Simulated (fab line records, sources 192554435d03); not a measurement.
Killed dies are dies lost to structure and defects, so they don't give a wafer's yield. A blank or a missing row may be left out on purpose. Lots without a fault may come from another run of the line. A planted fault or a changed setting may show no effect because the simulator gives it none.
fab line records | flow n5_finfet
record lots=24 wafers=72 last_day=18
route steps=1938 shown BEOL_M14@1764 BEOL_M15@1784
lots that met no fault: from a run of the same line without faults
start_h: hours from the record's first day to the start of the lot's first wafer shown | wait_h: hours since the lot's step before | " the same as in the row above | L1.1+2: a row that stands for several wafers | - no value, or no start given | * or withheld: withheld | < > ~ a bound
route shown NAME@n: a module of which the file shows steps, and the number in the route of the first | usual: mean/standard deviation of fault-free wafers | same: alike in all rows | chamber/n: place in a boat | sites: the reading at each site | _std_site: their standard deviation | _edge_site: outer sites' mean less inner sites' | radius_mm: how far each site lies from the wafer's centre | mask NAME#n: copy n | behind: the tool/chamber that last shaped the wafer | hold: why the lot was held/for how many hours/how that ended | device: the transistor (n, p or np) that didn't switch | end of line: the same wafers' tests at the end of the route | a step without rows: its recipe alone | killed: dies lost to structure and defects at the first sort, not the wafer's yield | map: a wafer's dies, x killed, . not, _ none there
set.NAME: the setting as run; set.NAME@STEP: as run at that earlier step | model.NAME: the simulator's own value behind a step, which no gauge read
steps of the route over a sample of lots; a table a step, a row a wafer
services: from which hour (start_h, from the record's first day; less than 0 if before it) a tool's chamber was out of use, for how many hours, and why
## steps
# step N5_BEOL_M14_SPUTTER_45
# recipe material=Cu target_thk_a=1000 temp_c=-20 bias_v=60 power_w=26000 chamber_pressure_pa=0.13 time_s=16.67
# usual throttle_valve_pct=30.0/1
# columns lot.wafer tool chamber start_h wait_h throttle_valve_pct
L075.2 pvd_sputter-03 - 259.05 0.0 29.4
L075.5 " - " " 28.6
L075.6 " - " " 30.4
L074.1 pvd_sputter-01 - 259.47 0.0 31.7
L074.3 " - " " 29.8
L074.4 " - " " 30.9
L077.1 pvd_sputter-03 - 259.53 0.0 29.2
L077.4 " - " " 30.7
L077.5 " - " " 29.3
L076.1 pvd_sputter-03 - 267.11 0.0 29.1
L076.2 " - " " 28.6
L076.4 " - " " 31.2
L079.1 pvd_sputter-03 - 277.85 0.0 31.3
L079.3 " - " " 28.4
L079.4 " - " " 29.2
L078.3 pvd_sputter-01 - 280.54 0.0 29.8
L078.4 " - " " 31.7
L078.5 " - " " 30.6
L080.2 pvd_sputter-01 - 286.82 0.0 30.5
L080.5 " - " " 29.5
L080.6 " - " " 29.9
L082.2 pvd_sputter-03 - 309.37 0.0 28.5
L082.4 " - " " 31.0
L082.5 " - " " 31.1
L084.1 pvd_sputter-01 - 314.78 0.0 29.4
L084.5 " - " " 31.4
L084.6 " - " " 30.9
L083.1 pvd_sputter-03 - 318.80 0.0 30.8
L083.4 " - " " 31.3
L083.5 " - " " 31.1
L085.2 pvd_sputter-03 - 323.98 0.0 28.2
L085.3 " - " " 31.4
L085.4 " - " " 28.3
L086.1 pvd_sputter-02 - 327.97 0.0 30.3
L086.3 " - " " 29.0
L086.5 " - " " 29.0
L089.1 pvd_sputter-03 - 339.76 0.0 31.1
L089.4 " - " " 30.8
L089.5 " - " " 29.4
L081.1 pvd_sputter-03 - 342.28 0.0 29.3
L081.3 " - " " 31.2
L081.4 " - " " 28.5
L088.1 pvd_sputter-02 - 345.31 0.0 29.3
L088.2 " - " " 29.7
L088.5 " - " " 29.5
L087.1 pvd_sputter-01 - 347.51 0.0 29.2
L087.5 " - " " 31.9
L087.6 " - " " 30.7
L090.2 pvd_sputter-03 - 356.13 0.0 29.3
L090.3 " - " " 30.6
L090.5 " - " " 28.3
L093.3 pvd_sputter-03 - 361.48 0.0 30.8
L093.5 " - " " 31.2
L093.6 " - " " 29.3
L092.2 pvd_sputter-01 - 365.56 0.0 29.3
L092.4 " - " " 29.9
L092.5 " - " " 30.7
L094.2 pvd_sputter-03 - 373.73 0.0 29.0
L094.3 " - " " 30.9
L094.5 " - " " 30.6
L095.1 pvd_sputter-02 - 381.64 0.0 29.0
L095.4 " - " " 29.0
L095.6 " - " " 29.1
L097.3 pvd_sputter-01 - 386.77 0.0 31.9
L097.5 " - " " 29.4
L097.6 " - " " 30.4
L096.2 pvd_sputter-02 - 387.12 0.0 28.7
L096.4 " - " " 29.3
L096.5 " - " " 29.6
L091.3 pvd_sputter-03 - 404.18 0.0 30.5
L091.4 " - " " 28.7
L091.5 " - " " 30.7
# step N5_BEOL_M14_THK_MEAS_50
# recipe thk_meas_gauge=xrf reads=Cu_of_BEOL_M14_ECD_47
# usual M14_THK=584/15
# columns lot.wafer tool chamber start_h wait_h M14_THK[nm]
L075.2 film_metro-01 - 259.95 - 610
L075.5 " - " " 580
L075.6 " - " " 609
L074.1 film_metro-02 - 260.49 - 589
L074.3 " - " " 592
L074.4 " - " " 585
L077.1 film_metro-02 - 260.76 - 598
L077.4 " - " " 585
L077.5 " - " " 589
L076.1 film_metro-01 - 268.07 - 554
L076.2 " - " " 563
L076.4 " - " " 560
L079.1 film_metro-02 - 278.78 - 562
L079.3 " - " " 553
L079.4 " - " " 585
L078.3 film_metro-01 - 281.44 - 593
L078.4 " - " " 593
L078.5 " - " " 604
L080.2 film_metro-01 - 287.85 - 601
L080.5 " - " " 595
L080.6 " - " " 600
L082.2 film_metro-02 - 310.27 - 558
L082.4 " - " " 589
L082.5 " - " " 585
L084.1 film_metro-02 - 315.68 - 592
L084.5 " - " " 563
L084.6 " - " " 605
L083.1 film_metro-02 - 319.88 - 549
L083.4 " - " " 584
L083.5 " - " " 554
L085.2 film_metro-01 - 325.05 - 580
L085.3 " - " " 587
L085.4 " - " " 578
L086.1 film_metro-01 - 328.87 - 569
L086.3 " - " " 581
L086.5 " - " " 598
L089.1 film_metro-02 - 341.09 - 591
L089.4 " - " " 587
L089.5 " - " " 584
L081.1 film_metro-01 - 343.18 - 596
L081.3 " - " " 604
L081.4 " - " " 572
L088.1 film_metro-01 - 346.43 - 568
L088.2 " - " " 566
L088.5 " - " " 563
L087.1 film_metro-01 - 348.86 - 607
L087.5 " - " " 612
L087.6 " - " " 593
L090.2 film_metro-02 - 357.27 - 581
L090.3 " - " " 588
L090.5 " - " " 584
L093.3 film_metro-01 - 362.44 - 567
L093.5 " - " " 581
L093.6 " - " " 576
L092.2 film_metro-01 - 366.46 - 585
L092.4 " - " " 546
L092.5 " - " " 587
L094.2 film_metro-01 - 374.63 - 570
L094.3 " - " " 563
L094.5 " - " " 565
L095.1 film_metro-02 - 382.63 - 567
L095.4 " - " " 590
L095.6 " - " " 589
L097.3 film_metro-02 - 387.67 - 576
L097.5 " - " " 578
L097.6 " - " " 602
L096.2 film_metro-02 - 388.27 - 599
L096.4 " - " " 569
L096.5 " - " " 611
L091.3 film_metro-01 - 405.63 - 584
L091.4 " - " " 579
L091.5 " - " " 585
# step N5_BEOL_M15_OVL_MEAS_11
# recipe points_per_wafer=44
# usual V14_OVL=0/4.6
# columns lot.wafer tool chamber start_h wait_h V14_OVL[nm]
L075.2 overlay-01 0 260.73 0.0 -3
L075.5 " 0 " " 1
L075.6 " 0 " " -6
L074.1 overlay-02 0 261.42 0.0 3
L074.3 " 0 " " -1
L074.4 " 0 " " 0
L077.1 overlay-02 0 261.66 0.0 -5
L077.4 " 0 " " -1
L077.5 " 0 " " -3
L076.1 overlay-01 0 268.85 0.0 -2
L076.2 " 0 " " 2
L076.4 " 0 " " 8
L079.1 overlay-01 0 279.55 0.0 4
L079.3 " 0 " " 0
L079.4 " 0 " " -2
L078.3 overlay-01 0 282.22 0.0 3
L078.4 " 0 " " -3
L078.5 " 0 " " 9
L080.2 overlay-01 0 288.75 0.0 -2
L080.5 " 0 " " -7
L080.6 " 0 " " 1
L082.2 overlay-01 0 311.18 0.0 5
L082.4 " 0 " " 0
L082.5 " 0 " " 7
L084.1 overlay-02 0 316.45 0.0 2
L084.5 " 0 " " 4
L084.6 " 0 " " 1
L083.1 overlay-01 0 320.66 0.0 -4
L083.4 " 0 " " -2
L083.5 " 0 " " -2
L085.2 overlay-02 0 325.83 0.0 0
L085.3 " 0 " " -1
L085.4 " 0 " " -3
L086.1 overlay-01 0 332.12 0.0 2
L086.3 " 0 " " 4
L086.5 " 0 " " 3
L089.1 overlay-02 0 341.86 0.0 0
L089.4 " 0 " " 1
L089.5 " 0 " " 0
L081.1 overlay-02 0 343.96 0.0 1
L081.3 " 0 " " -6
L081.4 " 0 " " 2
L088.1 overlay-01 0 347.20 0.0 -5
L088.2 " 0 " " -13
L088.5 " 0 " " -1
L087.1 overlay-02 0 349.65 0.0 11
L087.5 " 0 " " 14
L087.6 " 0 " " 6
L090.2 overlay-02 0 358.05 0.0 7
L090.3 " 0 " " -1
L090.5 " 0 " " 2
L093.3 overlay-01 0 363.22 0.0 -4
L093.5 " 0 " " -7
L093.6 " 0 " " 3
L092.2 overlay-01 0 367.44 0.0 1
L092.4 " 0 " " 2
L092.5 " 0 " " 1
L094.2 overlay-02 0 375.53 0.0 -1
L094.3 " 0 " " -3
L094.5 " 0 " " -3
L095.1 overlay-02 0 383.43 0.0 0
L095.4 " 0 " " 1
L095.6 " 0 " " 3
L097.3 overlay-01 0 388.57 0.0 2
L097.5 " 0 " " -4
L097.6 " 0 " " 6
L096.2 overlay-02 0 389.07 0.0 9
L096.4 " 0 " " -1
L096.5 " 0 " " -1
L091.3 overlay-02 0 406.41 0.0 -1
L091.4 " 0 " " -4
L091.5 " 0 " " -1
# step N5_BEOL_M15_ETCH_59
# recipe chemistry=N2/H2 target=BARC target_depth_a=890 overetch_a=267 time_s=67.9 ion_energy_ev=200 pressure_mtorr=30 source_w=840 bias_w=150 n2_flow_sccm=200 h2_flow_sccm=200
# usual drypump_motor_current_A=5.8/0.45 oes_product_au=0.69/0.065 rf_fwd_power_W=833/3.2 rf_vpp_V=524.8/2.9 showerhead_plenum_p_Torr=2.58/0.095 throttle_valve_pct=17.98/0.26
# columns lot.wafer tool chamber start_h wait_h drypump_motor_current_A oes_product_au rf_fwd_power_W rf_hours_counter_h rf_vpp_V showerhead_plenum_p_Torr throttle_valve_pct
L075.2 rie_diel-06 1 260.82 0.0 6.4 0.64 833 181 526.5 2.66 18.53
L075.5 " 3 " " 5.9 0.69 831 - 521.4 2.47 17.96
L075.6 " 2 " " 5.5 0.81 830 - 530.6 2.70 17.63
L074.1 rie_diel-06 1 261.66 0.0 6.3 0.64 833 181 525.8 2.66 18.52
L074.3 " 2 " " 5.5 0.81 831 4 528.7 2.70 17.64
L074.4 " 0 " " 5.8 0.78 832 16 525.3 2.60 17.98
L077.1 rie_diel-05 3 261.75 0.0 5.1 0.77 835 21 526.4 2.71 17.82
L077.4 " 1 " " 5.4 0.64 831 161 520.4 2.42 17.79
L077.5 " 0 " " 6.8 0.69 834 - 526.0 2.65 17.71
L076.1 rie_diel-06 3 268.95 0.0 5.9 0.69 830 111 520.9 2.47 17.98
L076.2 " 1 " " 6.3 0.64 841 184 526.5 2.66 18.53
L076.4 " 2 " " 5.5 0.80 832 6 528.2 2.70 17.65
L079.1 rie_diel-05 2 279.65 0.0 5.1 0.70 839 73 521.3 2.48 18.19
L079.3 " 3 " " 5.1 0.76 825 28 528.0 2.71 17.83
L079.4 " 1 " " 5.4 0.63 831 167 520.8 2.42 17.79
L078.3 rie_diel-06 3 283.21 0.0 5.9 0.68 841 117 521.4 2.46 17.99
L078.4 " 2 " " 5.5 0.78 832 13 528.8 2.70 17.65
L078.5 " 3 " " 5.9 0.69 838 - 519.8 2.46 17.99
L080.2 rie_diel-03 3 288.85 0.0 5.6 0.61 833 207 524.6 2.52 17.94
L080.5 " 2 " " 6.1 0.60 832 - 524.8 2.61 18.17
L080.6 " 3 " " 5.6 0.61 836 - 522.5 2.52 17.93
L082.2 rie_diel-06 0 311.27 0.0 5.8 0.75 835 37 525.3 2.59 18.03
L082.4 " 3 " " 5.9 0.69 838 127 519.4 2.46 18.00
L082.5 " 2 " " 5.5 0.76 831 - 529.3 2.69 17.67
L084.1 rie_diel-06 0 316.54 0.0 5.8 0.75 832 38 525.2 2.59 18.01
L084.5 " 2 " " 5.5 0.76 831 - 528.6 2.69 17.67
L084.6 " 1 " " 6.4 0.62 838 - 525.9 2.65 18.56
L083.1 rie_diel-06 3 320.77 0.0 5.9 0.68 836 132 523.5 2.46 18.02
L083.4 " 2 " " 5.4 0.76 827 28 528.7 2.69 17.68
L083.5 " 1 " " 6.3 0.63 835 - 524.3 2.65 18.57
L085.2 rie_diel-03 3 327.07 0.0 5.7 0.59 837 225 523.2 2.51 17.99
L085.3 " 0 " " 5.9 0.65 832 138 523.4 2.56 18.04
L085.4 " 1 " " 6.1 0.61 834 211 523.0 2.51 17.97
L086.1 rie_diel-03 3 332.21 0.0 5.7 0.60 835 227 521.5 2.51 17.97
L086.3 " 0 " " 5.9 0.66 830 140 524.6 2.56 18.06
L086.5 " 3 " " 5.7 0.60 838 - 522.3 2.51 17.98
L089.1 rie_diel-05 3 341.96 0.0 5.1 0.75 834 36 528.4 2.71 17.84
L089.4 " 3 " " 5.1 0.74 829 - 527.0 2.71 17.82
L089.5 " 1 " " 5.4 0.63 832 - 519.7 2.42 17.80
L081.1 rie_diel-06 1 344.05 0.0 6.3 0.63 839 214 526.2 2.64 18.59
L081.3 " 3 " " 5.9 0.67 839 139 521.2 2.46 18.02
L081.4 " 0 " " 5.8 0.73 834 48 526.1 2.58 18.05
L088.1 rie_diel-06 0 347.38 0.0 5.8 0.73 831 49 525.1 2.58 18.04
L088.2 " 3 " " 5.9 0.67 832 140 521.2 2.45 18.03
L088.5 " 1 " " 6.3 0.62 837 - 524.4 2.64 18.60
L087.1 rie_diel-05 3 349.88 0.0 5.1 0.74 829 40 528.3 2.71 17.84
L087.5 " 0 " " 6.8 0.67 830 - 526.5 2.65 17.75
L087.6 " 1 " " 5.4 0.63 833 - 521.3 2.41 17.82
L090.2 rie_diel-05 0 358.14 0.0 6.8 0.67 837 150 526.7 2.64 17.76
L090.3 " 3 " " 5.1 0.74 828 44 528.1 2.70 17.86
L090.5 " 1 " " 5.4 0.63 829 - 521.5 2.41 17.82
L093.3 rie_diel-03 3 363.31 0.0 5.7 0.59 832 238 522.8 2.50 17.98
L093.5 " 2 " " 6.1 0.80 829 - 527.6 2.60 17.78
L093.6 " 1 " " 6.1 0.60 837 - 524.8 2.51 17.98
L092.2 rie_diel-03 0 367.53 0.0 5.9 0.65 835 152 524.0 2.55 18.07
L092.4 " 2 " " 6.2 0.79 829 15 525.8 2.60 17.80
L092.5 " 1 " " 6.1 0.60 830 - 523.2 2.50 17.99
L094.2 rie_diel-06 1 375.64 0.0 6.4 0.61 831 223 524.9 2.64 18.58
L094.3 " 2 " " 5.5 0.72 834 45 527.8 2.68 17.72
L094.5 " 3 " " 6.0 0.67 835 - 521.4 2.45 18.04
L095.1 rie_diel-05 2 383.53 0.0 5.1 0.70 832 86 521.4 2.48 18.20
L095.4 " 3 " " 5.1 0.73 828 52 528.6 2.70 17.87
L095.6 " 2 " " 5.0 0.70 832 - 520.7 2.48 18.24
L097.3 rie_diel-06 3 388.66 0.0 5.9 0.66 834 154 520.4 2.45 18.05
L097.5 " 0 " " 5.8 0.72 836 - 524.1 2.58 18.06
L097.6 " 1 " " 6.3 0.61 833 - 525.1 2.64 18.58
L096.2 rie_diel-06 3 389.17 0.0 5.9 0.66 837 154 519.8 2.45 18.05
L096.4 " 1 " " 6.4 0.61 830 229 525.9 2.64 18.60
L096.5 " 1 " " 6.4 0.61 835 - 526.2 2.64 18.60
L091.3 rie_diel-06 0 406.50 0.0 5.8 0.71 829 65 526.2 2.58 18.07
L091.4 " 2 " " 5.5 0.71 830 56 528.4 2.68 17.72
L091.5 " 2 " " 5.4 0.72 830 - 529.0 2.68 17.72
# step N5_BEOL_M15_ETCH_61
# recipe chemistry=N2/H2 target=BARC target_depth_a=890 overetch_a=267 time_s=67.9 ion_energy_ev=200 pressure_mtorr=30 source_w=840 bias_w=150 n2_flow_sccm=200 h2_flow_sccm=200
# usual drypump_motor_current_A=5.8/0.48 oes_product_au=0.67/0.063 rf_fwd_power_W=833/3 rf_vpp_V=524.5/2.5 showerhead_plenum_p_Torr=2.56/0.091 throttle_valve_pct=17.98/0.22
# columns lot.wafer tool chamber start_h wait_h drypump_motor_current_A oes_product_au rf_fwd_power_W rf_hours_counter_h rf_vpp_V showerhead_plenum_p_Torr throttle_valve_pct
L075.2 rie_diel-06 1 262.59 0.0 6.3 0.64 839 182 525.8 2.66 18.53
L075.5 " 1 " " 6.3 0.64 838 - 526.5 2.66 18.53
L075.6 " 0 " " 5.8 0.79 836 - 526.5 2.60 17.99
L074.1 rie_diel-05 3 263.28 0.0 5.1 0.77 829 23 527.8 2.71 17.80
L074.3 " 0 " " 6.8 0.69 832 126 526.1 2.65 17.73
L074.4 " 2 " " 5.1 0.72 834 69 523.0 2.48 18.19
L077.1 rie_diel-05 1 263.52 0.0 5.4 0.64 829 162 519.9 2.42 17.78
L077.4 " 2 " " 5.0 0.71 835 69 523.2 2.48 18.18
L077.5 " 0 " " 6.8 0.68 840 - 526.6 2.65 17.71
L076.1 rie_diel-03 1 270.53 0.0 6.1 0.62 834 191 523.1 2.52 17.92
L076.2 " 3 " " 5.7 0.61 833 205 523.9 2.52 17.94
L076.4 " 2 " " 6.1 0.61 829 243 525.9 2.61 18.17
L079.1 rie_diel-05 2 282.78 0.0 5.1 0.70 833 75 523.8 2.48 18.20
L079.3 " 0 " " 6.8 0.67 831 133 527.4 2.65 17.74
L079.4 " 3 " " 5.1 0.75 833 29 527.4 2.71 17.85
L078.3 rie_diel-06 2 286.07 0.0 5.5 0.78 831 14 527.9 2.70 17.66
L078.4 " 1 " " 6.3 0.64 837 192 527.2 2.65 18.53
L078.5 " 3 " " 5.9 0.69 832 - 521.2 2.46 17.98
L080.2 rie_diel-06 2 290.68 0.0 5.4 0.78 833 16 529.4 2.70 17.66
L080.5 " 2 " " 5.4 0.78 833 - 530.0 2.70 17.66
L080.6 " 1 " " 6.3 0.63 838 - 526.9 2.65 18.56
L082.2 rie_diel-03 3 312.86 0.0 5.6 0.60 832 218 523.1 2.51 17.95
L082.4 " 1 " " 6.1 0.61 832 - 522.3 2.51 17.95
L082.5 " 3 " " 5.6 0.60 832 - 523.6 2.51 17.96
L084.1 rie_diel-03 0 318.58 0.0 5.9 0.66 828 134 524.2 2.56 18.06
L084.5 " 3 " " 5.7 0.60 837 - 523.1 2.51 17.97
L084.6 " 0 " " 5.9 0.66 830 - 525.3 2.56 18.04
L083.1 rie_diel-06 0 323.29 0.0 5.8 0.75 831 41 523.4 2.59 18.03
L083.4 " 3 " " 5.9 0.68 837 133 519.0 2.46 18.02
L083.5 " 0 " " 5.8 0.75 830 - 524.4 2.59 18.03
L085.2 rie_diel-03 2 329.00 0.0 6.1 0.82 831 4 525.8 2.61 17.76
L085.3 " 3 " " 5.7 0.60 837 226 523.3 2.51 17.96
L085.4 " 1 " " 6.1 0.61 837 212 523.9 2.51 17.96
L086.1 rie_diel-06 1 334.10 0.0 6.4 0.62 834 212 527.5 2.64 18.57
L086.3 " 2 " " 5.4 0.75 831 34 528.9 2.69 17.69
L086.5 " 1 " " 6.4 0.62 835 - 524.6 2.64 18.58
L089.1 rie_diel-03 2 343.48 0.0 6.1 0.82 831 7 525.0 2.61 17.78
L089.4 " 0 " " 5.9 0.65 830 143 523.1 2.55 18.07
L089.5 " 3 " " 5.6 0.60 832 - 523.3 2.51 17.98
L081.1 rie_diel-06 0 346.03 0.0 5.8 0.74 837 49 526.4 2.58 18.04
L081.3 " 1 " " 6.3 0.61 834 215 527.6 2.64 18.58
L081.4 " 2 " " 5.4 0.74 832 37 527.6 2.69 17.70
L088.1 rie_diel-06 3 349.09 0.0 5.9 0.66 830 141 521.0 2.45 18.02
L088.2 " 2 " " 5.4 0.74 834 39 527.9 2.69 17.71
L088.5 " 3 " " 5.9 0.67 832 - 521.1 2.45 18.04
L087.1 rie_diel-03 1 351.36 0.0 6.1 0.60 840 219 522.9 2.51 17.96
L087.5 " 1 " " 6.1 0.60 837 - 524.4 2.51 17.99
L087.6 " 0 " " 5.9 0.65 832 - 523.8 2.55 18.07
L090.2 rie_diel-05 1 359.60 0.0 5.4 0.62 831 185 521.1 2.41 17.84
L090.3 " 2 " " 5.0 0.70 833 78 522.2 2.48 18.20
L090.5 " 1 " " 5.4 0.63 832 - 521.0 2.41 17.82
L093.3 rie_diel-05 1 364.77 0.0 5.4 0.62 830 186 520.0 2.41 17.83
L093.5 " 1 " " 5.4 0.62 832 - 520.9 2.41 17.83
L093.6 " 0 " " 6.8 0.65 838 - 527.6 2.64 17.76
L092.2 rie_diel-05 3 368.99 0.0 5.1 0.73 828 47 527.8 2.70 17.87
L092.4 " 2 " " 5.1 0.70 831 81 523.1 2.48 18.22
L092.5 " 0 " " 6.8 0.67 833 - 526.1 2.64 17.78
L094.2 rie_diel-03 3 377.11 0.0 5.7 0.58 835 241 523.4 2.50 18.00
L094.3 " 2 " " 6.1 0.79 832 18 527.3 2.60 17.80
L094.5 " 0 " " 5.9 0.65 836 - 523.4 2.55 18.07
L095.1 rie_diel-05 3 384.98 0.0 5.1 0.73 832 53 528.2 2.70 17.87
L095.4 " 0 " " 6.8 0.65 840 157 527.0 2.64 17.77
L095.6 " 1 " " 5.4 0.62 832 - 521.4 2.41 17.85
L097.3 rie_diel-05 3 390.29 0.0 5.1 0.72 831 55 527.7 2.70 17.89
L097.5 " 2 " " 5.1 0.69 838 - 521.7 2.48 18.22
L097.6 " 3 " " 5.1 0.72 832 - 528.6 2.70 17.87
L096.2 rie_diel-03 2 390.75 0.0 6.1 0.78 835 22 524.2 2.60 17.83
L096.4 " 1 " " 6.1 0.60 841 230 523.6 2.50 17.99
L096.5 " 0 " " 5.9 0.64 831 - 524.4 2.55 18.10
L091.3 rie_diel-03 3 408.19 0.0 5.7 0.59 835 250 524.7 2.50 18.02
L091.4 " 3 " " 5.7 0.58 835 - 522.7 2.50 18.02
L091.5 " 1 " " 6.1 0.60 831 - 523.4 2.50 18.02
# step N5_BEOL_M15_ETCH_38
# recipe chemistry=CF4/N2 target=SiCN target_depth_a=1064 taper_deg=2 time_s=120.5 ion_energy_ev=150 mask_material=SiO2 pressure_mtorr=40 source_w=430 bias_w=70 Ar_flow_sccm=100 cf4_flow_sccm=60 n2_flow_sccm=60
# usual drypump_motor_current_A=5.8/0.43 mfc_ar_sccm=99.97/0.3 oes_product_au=0.79/0.087 rf_fwd_power_W=428.5/1.4 rf_vpp_V=382.7/1.7 showerhead_plenum_p_Torr=2.22/0.07 throttle_valve_pct=15.54/0.16
# columns lot.wafer tool chamber start_h wait_h drypump_motor_current_A mfc_ar_sccm oes_product_au rf_fwd_power_W rf_hours_counter_h rf_vpp_V showerhead_plenum_p_Torr throttle_valve_pct
L075.2 rie_diel-05 1 - - 5.4 100.26 0.75 428.1 162 379.5 2.10 15.41
L075.5 " 0 " " 6.8 99.25 0.80 426.9 - 384.3 2.31 15.36
L075.6 " 1 " " 5.4 99.70 0.75 428.9 - 380.1 2.10 15.42
L074.1 rie_diel-03 0 - - 5.9 100.08 0.78 431.9 117 382.9 2.23 15.53
L074.3 " 2 " " 6.1 100.31 0.69 429.4 242 384.3 2.26 15.79
L074.4 " 3 " " 5.6 100.18 0.71 428.9 204 382.5 2.19 15.65
L077.1 rie_diel-05 2 - - 5.1 100.18 0.86 428.9 70 380.4 2.15 15.55
L077.4 " 3 " " 5.1 100.49 0.91 428.0 24 384.6 2.34 15.32
L077.5 " 2 " " 5.0 100.10 0.85 428.0 - 380.0 2.15 15.56
L076.1 rie_diel-06 3 - - 5.9 99.74 0.79 428.0 112 380.3 2.14 15.56
L076.2 " 0 " " 5.8 100.23 0.90 428.0 20 382.6 2.25 15.58
L076.4 " 2 " " 5.4 99.83 0.96 429.1 8 385.4 2.35 15.23
L079.1 rie_diel-05 0 - - 6.8 100.01 0.79 429.5 134 385.1 2.31 15.36
L079.3 " 2 " " 5.1 99.56 0.85 426.7 76 380.2 2.15 15.57
L079.4 " 1 " " 5.4 99.78 0.74 429.5 168 381.2 2.10 15.42
L078.3 rie_diel-06 0 - - 5.8 100.00 0.90 427.2 27 383.8 2.25 15.57
L078.4 " 2 " " 5.5 99.93 0.94 427.4 15 384.6 2.35 15.23
L078.5 " 2 " " 5.5 99.95 0.94 428.2 - 386.7 2.35 15.22
L080.2 rie_diel-06 1 - - 6.3 99.73 0.73 428.3 194 382.9 2.28 15.87
L080.5 " 0 " " 5.8 100.11 0.88 430.5 - 383.0 2.25 15.59
L080.6 " 3 " " 5.9 99.63 0.77 428.7 - 381.4 2.14 15.58
L082.2 rie_diel-03 3 - - 5.6 100.00 0.69 431.2 218 382.1 2.19 15.67
L082.4 " 0 " " 5.8 99.83 0.76 428.9 - 383.1 2.22 15.55
L082.5 " 1 " " 6.1 100.25 0.72 425.5 - 381.8 2.19 15.59
L084.1 rie_diel-03 3 - - 5.7 99.78 0.68 428.8 221 382.5 2.19 15.69
L084.5 " 3 " " 5.6 99.70 0.70 430.8 - 382.0 2.19 15.68
L084.6 " 1 " " 6.1 99.78 0.71 426.9 - 382.5 2.19 15.59
L083.1 rie_diel-03 0 - - 5.9 99.97 0.76 430.3 137 382.3 2.22 15.57
L083.4 " 1 " " 6.1 100.20 0.71 428.3 210 381.7 2.19 15.60
L083.5 " 1 " " 6.1 100.75 0.70 428.2 - 382.1 2.19 15.60
L085.2 rie_diel-03 1 - - 6.1 99.40 0.71 428.2 213 383.5 2.19 15.59
L085.3 " 2 " " 6.1 99.80 0.98 428.8 5 383.5 2.26 15.33
L085.4 " 0 " " 5.9 99.83 0.76 429.8 140 383.4 2.22 15.58
L086.1 rie_diel-03 3 - - 5.7 99.89 0.70 429.7 229 382.3 2.19 15.69
L086.3 " 1 " " 6.1 99.91 0.70 429.5 215 381.8 2.19 15.61
L086.5 " 0 " " 5.9 99.37 0.76 428.5 - 382.5 2.22 15.58
L089.1 rie_diel-03 1 - - 6.1 100.25 0.70 428.2 216 381.5 2.19 15.59
L089.4 " 3 " " 5.6 100.14 0.70 429.4 230 381.9 2.18 15.70
L089.5 " 3 " " 5.7 99.98 0.68 430.1 - 381.1 2.18 15.68
L081.1 rie_diel-03 3 - - 5.6 100.06 0.69 428.9 231 380.9 2.19 15.69
L081.3 " 2 " " 6.1 100.12 0.95 429.0 9 384.1 2.26 15.36
L081.4 " 1 " " 6.1 100.07 0.70 428.3 217 380.1 2.19 15.60
L088.1 rie_diel-06 2 - - 5.4 99.98 0.88 427.4 39 385.5 2.34 15.28
L088.2 " 3 " " 5.9 99.72 0.75 429.7 142 381.1 2.13 15.65
L088.5 " 0 " " 5.8 99.95 0.84 429.0 - 383.2 2.24 15.63
L087.1 rie_diel-03 0 - - 5.9 99.75 0.76 428.4 148 382.5 2.22 15.59
L087.5 " 0 " " 5.9 99.86 0.76 430.5 - 382.3 2.22 15.59
L087.6 " 1 " " 6.1 99.92 0.70 426.7 - 381.6 2.19 15.63
L090.2 rie_diel-05 3 - - 5.1 99.87 0.86 427.4 45 387.1 2.34 15.36
L090.3 " 0 " " 6.8 99.95 0.77 428.9 150 383.2 2.30 15.41
L090.5 " 0 " " 6.8 99.91 0.77 427.5 - 383.0 2.30 15.39
L093.3 rie_diel-05 2 - - 5.1 100.17 0.84 428.1 80 382.1 2.15 15.59
L093.5 " 0 " " 6.8 100.05 0.77 430.8 - 384.2 2.30 15.40
L093.6 " 1 " " 5.4 100.24 0.72 426.4 - 379.7 2.09 15.47
L092.2 rie_diel-05 2 - - 5.1 100.19 0.84 428.6 82 381.4 2.15 15.58
L092.4 " 0 " " 6.8 99.77 0.77 430.1 153 382.5 2.30 15.39
L092.5 " 2 " " 5.1 100.39 0.83 426.8 - 380.6 2.15 15.58
L094.2 rie_diel-06 0 - - 5.8 100.39 0.84 427.1 59 382.7 2.24 15.65
L094.3 " 2 " " 5.5 100.14 0.88 426.4 47 384.9 2.33 15.31
L094.5 " 3 " " 5.9 99.67 0.75 426.7 - 380.0 2.13 15.65
L095.1 rie_diel-03 2 - - 6.1 100.32 0.93 429.3 20 382.6 2.25 15.35
L095.4 " 2 " " 6.1 99.82 0.93 429.8 - 384.7 2.25 15.38
L095.6 " 1 " " 6.1 100.17 0.69 429.1 - 382.5 2.19 15.62
L097.3 rie_diel-03 2 - - 6.1 99.40 0.92 427.7 22 384.3 2.25 15.36
L097.5 " 3 " " 5.6 99.78 0.68 428.0 - 380.8 2.18 15.70
L097.6 " 2 " " 6.1 99.88 0.92 427.0 - 383.3 2.25 15.36
L096.2 rie_diel-06 1 - - 6.3 99.99 0.70 432.2 229 383.7 2.27 15.94
L096.4 " 0 " " 5.8 99.80 0.84 427.3 61 381.1 2.24 15.65
L096.5 " 3 " " 5.9 99.82 0.74 428.8 - 380.2 2.13 15.65
L091.3 rie_diel-06 1 - - 6.3 100.43 0.70 428.9 235 383.0 2.27 15.94
L091.4 " 2 " " 5.4 100.07 0.86 426.6 57 386.1 2.33 15.32
L091.5 " 1 " " 6.4 99.80 0.69 427.8 - 383.2 2.27 15.95
## services
# columns tool chamber start_h hours kind
rie_diel-06 2 237.70 13.5 repair
pvd_sputter-01 - 246.25 3.0 repair
rie_diel-03 2 302.30 - clean
rie_diel-03 2 302.30 - consumable_replace:focus_ring
rie_diel-03 2 302.30 18.9 scheduled_down
rie_diel-03 2 302.30 18.9 vent_cycle
rie_diel-05 3 311.98 18.2 repair
rie_diel-05 2 324.13 30.9 repair
pvd_sputter-01 - 335.05 1.8 repair
pvd_sputter-01 - 354.34 9.6 repair
pvd_sputter-01 - 366.21 1.5 repair
rie_diel-06 0 381.91 6.4 repair
rie_diel-03 0 382.74 5.6 repair
rie_diel-03 1 386.53 2.1 repair
## key
fault none
